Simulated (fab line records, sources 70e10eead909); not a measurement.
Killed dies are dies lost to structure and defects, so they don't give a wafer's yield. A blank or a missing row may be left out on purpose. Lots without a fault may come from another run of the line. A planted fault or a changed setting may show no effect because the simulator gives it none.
Which tool did it? | flow nand_harc | 13 lots, 39 wafers sampled, at 6 steps of a route of 1159

WHAT THE GAUGES READ, wafer by wafer
NHARC_P_M2_INSPECT_11. Usual: raw_defect_count 4.1, standard deviation 2.4.
lot  | measured     | on                | raw_defect_count | flag
L391 | day 6 04:26  | defect_inspect-01 | 5 3 3            |
L393 | day 6 23:17  | defect_inspect-02 | 7 5 3            |
L395 | day 7 05:31  | defect_inspect-02 | 0 2 2            |
L396 | day 7 06:23  | defect_inspect-02 | 5 2 5            |
L397 | day 7 07:10  | defect_inspect-01 | 3 4 3            |
L398 | day 8 04:19  | defect_inspect-02 | 3 1 2            |
L399 | day 8 07:55  | defect_inspect-02 | 4 4 1            |
L400 | day 8 08:53  | defect_inspect-01 | 4 3 2            |
L406 | day 10 07:02 | defect_inspect-02 | 3 5 1214         | OFF
L407 | day 10 11:14 | defect_inspect-01 | 7 4 2            |
L408 | day 10 14:44 | defect_inspect-01 | 1245 4 3         | OFF
L411 | day 11 06:25 | defect_inspect-02 | 4 7 7            |
L414 | day 11 17:00 | defect_inspect-02 | 1 1 3            |

NHARC_P_M2_CD_MEAS_16. Usual: cd_nm 169.6 nm, standard deviation 1.
lot  | measured     | on        | cd_nm (nm)        | flag
L391 | day 6 04:48  | cd_sem-03 | 171.9 169.7 168.6 |
L393 | day 6 23:43  | cd_sem-03 | 169.7 170.2 169.6 |
L395 | day 7 05:53  | cd_sem-03 | 169.8 167.6 168.3 |
L396 | day 7 06:46  | cd_sem-01 | 170.0 170.5 171.2 |
L397 | day 7 07:32  | cd_sem-02 | 170.2 171.3 170.2 |
L398 | day 8 04:41  | cd_sem-02 | 171.2 169.8 171.0 |
L399 | day 8 08:17  | cd_sem-02 | 169.2 169.9 169.1 |
L400 | day 8 09:15  | cd_sem-02 | 168.2 168.9 170.9 |
L406 | day 10 07:25 | cd_sem-02 | 170.7 169.7 169.6 |
L407 | day 10 11:36 | cd_sem-01 | 168.6 170.2 169.4 |
L408 | day 10 15:07 | cd_sem-01 | 167.5 169.0 169.7 |
L411 | day 11 06:47 | cd_sem-03 | 168.2 169.1 168.3 |
L414 | day 11 17:51 | cd_sem-01 | 170.1 170.0 167.5 |

NHARC_END_SORT_01. Usual: defect_limited_yield 95.4 %, standard deviation 1.8; killed_at_array 28, standard deviation 11; killed_at_other 0.7, standard deviation 0.88; killed_at_periphery 3.1, standard deviation 2.2; killed_dies 31, standard deviation 12; killed_open 3.3, standard deviation 2; killed_short 2.0, standard deviation 1.6; sort_bin_2_pct 1.5 %, standard deviation 0.73; sort_bin_3_pct 0.27 %, standard deviation 0.22; sort_bin_4_pct 2.9 %, standard deviation 1.1; sort_n_pass 646, standard deviation 12; sort_rim_yield_pct 93 %, standard deviation 3.9; sort_yield_pct 95.4 %, standard deviation 1.8.
lot  | measured     | on        | defect_limited_yield (%) | killed_at_array | killed_at_other | killed_at_periphery | killed_dies | killed_open | killed_short | sort_bin_2_pct (%) | sort_bin_3_pct (%) | sort_bin_4_pct (%) | sort_n_pass | sort_rim_yield_pct (%) | sort_yield_pct (%) | flag
L406 | day 23 17:41 | prober-02 | 97.8 96.9 83.2           | 13 18 8         | 0 0 0           | 2 3 106             | 15 21 114   | 2 2 1       | 2 3 0        | 0.7 0.6 7.1        | 0.15 0.30 5.32     | 1.3 2.2 4.4        | 662 656 563 | 97 97 98               | 97.8 96.9 83.2     | OFF
L408 | day 24 05:43 | prober-02 | 78.9 94.5 92.8           | 40 37 44        | 1 0 3           | 102 0 2             | 143 37 49   | 4 4 2       | 2 2 1        | 8.4 1.9 3.8        | 5.76 0.30 0        | 6.9 3.2 3.4        | 534 640 628 | 86 93 86               | 78.9 94.5 92.8     | OFF

WHICH TOOL RAN EACH LOT (tool, then ch and the chambers of the sampled wafers, then the start)
lot  | NHARC_P_M1_DEP_33               | NHARC_P_M2_DEP_00               | NHARC_P_M2_ETCH_15
L391 | pecvd-01 ch 0,2, day 6 03:04    | pecvd-02 ch 0,1, day 6 03:28    | rie_diel-02 ch 1,2,3, day 6 04:48 or earlier
L393 | pecvd-03 ch 0,2, day 6 21:57    | pecvd-03 ch 0,2, day 6 22:18    | rie_diel-05 ch 1,2,3, day 6 23:43 or earlier
L395 | pecvd-03 ch 0,1, day 7 04:14    | pecvd-02 ch 0,2, day 7 04:34    | rie_diel-02 ch 0,2,3, day 7 05:53 or earlier
L396 | pecvd-03 ch 0,1,2, day 7 05:11  | pecvd-01 ch 1,2, day 7 05:36    | rie_diel-02 ch 0,1,2, day 7 06:46 or earlier
L397 | pecvd-02 ch 0,1,2, day 7 05:47  | pecvd-01 ch 0,2, day 7 06:17    | rie_diel-05 ch 0,1, day 7 07:32 or earlier
L398 | pecvd-03 ch 1,2, day 8 02:54    | pecvd-02 ch 0,1, day 8 03:23    | rie_diel-02 ch 0,1,3, day 8 04:41 or earlier
L399 | pecvd-01 ch 1,2, day 8 06:40    | pecvd-01 ch 0,1,2, day 8 07:07  | rie_diel-02 ch 0,1,2, day 8 08:17 or earlier
L400 | pecvd-01 ch 0,1, day 8 07:37    | pecvd-01 ch 0,1, day 8 07:55    | rie_diel-02 ch 0,2,3, day 8 09:15 or earlier
L406 | pecvd-01 ch 1,2, day 10 05:45   | pecvd-01 ch 0,1, day 10 06:08   | rie_diel-05 ch 1,2,3, day 10 07:25 or earlier
L407 | pecvd-03 ch 0,2, day 10 09:52   | pecvd-02 ch 0,2, day 10 10:17   | rie_diel-02 ch 0,2,3, day 10 11:36 or earlier
L408 | pecvd-03 ch 0,1,2, day 10 13:29 | pecvd-01 ch 0,1,2, day 10 13:56 | rie_diel-02 ch 0,1,3, day 10 15:07 or earlier
L411 | pecvd-02 ch 0,1,2, day 11 05:03 | pecvd-02 ch 1,2, day 11 05:26   | rie_diel-02 ch 1,2,3, day 11 06:47 or earlier
L414 | pecvd-01 ch 0,2, day 11 15:45   | pecvd-02 ch 0,2, day 11 16:10   | rie_diel-02 ch 1,2,3, day 11 17:51 or earlier
- NHARC_P_M1_DEP_33: deposits SiCN, target thk 30 nm.
- NHARC_P_M2_DEP_00: deposits SiOC, target thk 182.5 nm.
- NHARC_P_M2_ETCH_15: etches the open film in C4F8/Ar, target depth 182.5 nm, time 91.2 s.

WHAT THE TOOLS THEMSELVES READ (means of the sampled wafers that have a number; where no wafer has one, the mark that the record gives instead)
NHARC_P_M1_DEP_33. Usual: heater_power_w 559 W, standard deviation 82.
lot  | tool     | heater_power_w (W) | flag
L391 | pecvd-01 | 515                |
L393 | pecvd-03 | 530                |
L395 | pecvd-03 | 579                |
L396 | pecvd-03 | 557                |
L397 | pecvd-02 | 590                |
L398 | pecvd-03 | 500                |
L399 | pecvd-01 | 520                |
L400 | pecvd-01 | 490                |
L406 | pecvd-01 | 519                |
L407 | pecvd-03 | 505                |
L408 | pecvd-03 | 596                |
L411 | pecvd-02 | 607                |
L414 | pecvd-01 | 565                |

NHARC_P_M2_ETCH_15. Usual: oes_product_au 0.953 a.u., standard deviation 0.024; rf_vpp_V 442 V, standard deviation 3.5.
lot  | tool        | oes_product_au (a.u.) | rf_vpp_V (V) | flag
L391 | rie_diel-02 | 0.933                 | 445          |
L393 | rie_diel-05 | 0.923                 | 439          |
L395 | rie_diel-02 | 0.978                 | 443          |
L396 | rie_diel-02 | 0.973                 | 442          |
L397 | rie_diel-05 | 0.929                 | 438          |
L398 | rie_diel-02 | 0.959                 | 443          |
L399 | rie_diel-02 | 0.978                 | 442          |
L400 | rie_diel-02 | 0.971                 | 443          |
L406 | rie_diel-05 | 0.932                 | 439          |
L407 | rie_diel-02 | 0.963                 | 444          |
L408 | rie_diel-02 | 0.963                 | 443          |
L411 | rie_diel-02 | 0.967                 | 445          |
L414 | rie_diel-02 | 0.932                 | 445          |

THE ANSWER, worked out from the rows above alone
Rule: a lot is off if the mean of its wafers that have a number lies more than 3 standard deviations from the usual mean. A lot without any number at a reading at which 4 lots or more have one is off too. The other lots that the step has rows for count as sound. The gauges are gone through in route order, then the tools' own readings, and for those a lot's mean is taken as printed above. The first step at which some lot is off is used, and at that step the reading that is off furthest; a lot without a number counts as furthest.
Off: L406, L408, at NHARC_P_M2_INSPECT_11 (raw_defect_count).
A tool fits if, at a process step before that reading, it ran every lot that is off, and no sound lot after the first of them. The gauges at NHARC_P_M2_INSPECT_11 aren't tried: what is off there is off at NHARC_END_SORT_01 too, on other tools, and a gauge's error can't cause that. One fits: pecvd-01 at NHARC_P_M2_DEP_00. Its last sound lot is L400 (day 8 07:55), its first lot that is off L406 (day 10 06:08): a fault that began between those two fits.

WHAT THE SIMULATOR HAD PUT IN
Chamber particle source: pecvd-01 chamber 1, from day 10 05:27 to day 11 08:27, at NHARC_P_M2_DEP_00. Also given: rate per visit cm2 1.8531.
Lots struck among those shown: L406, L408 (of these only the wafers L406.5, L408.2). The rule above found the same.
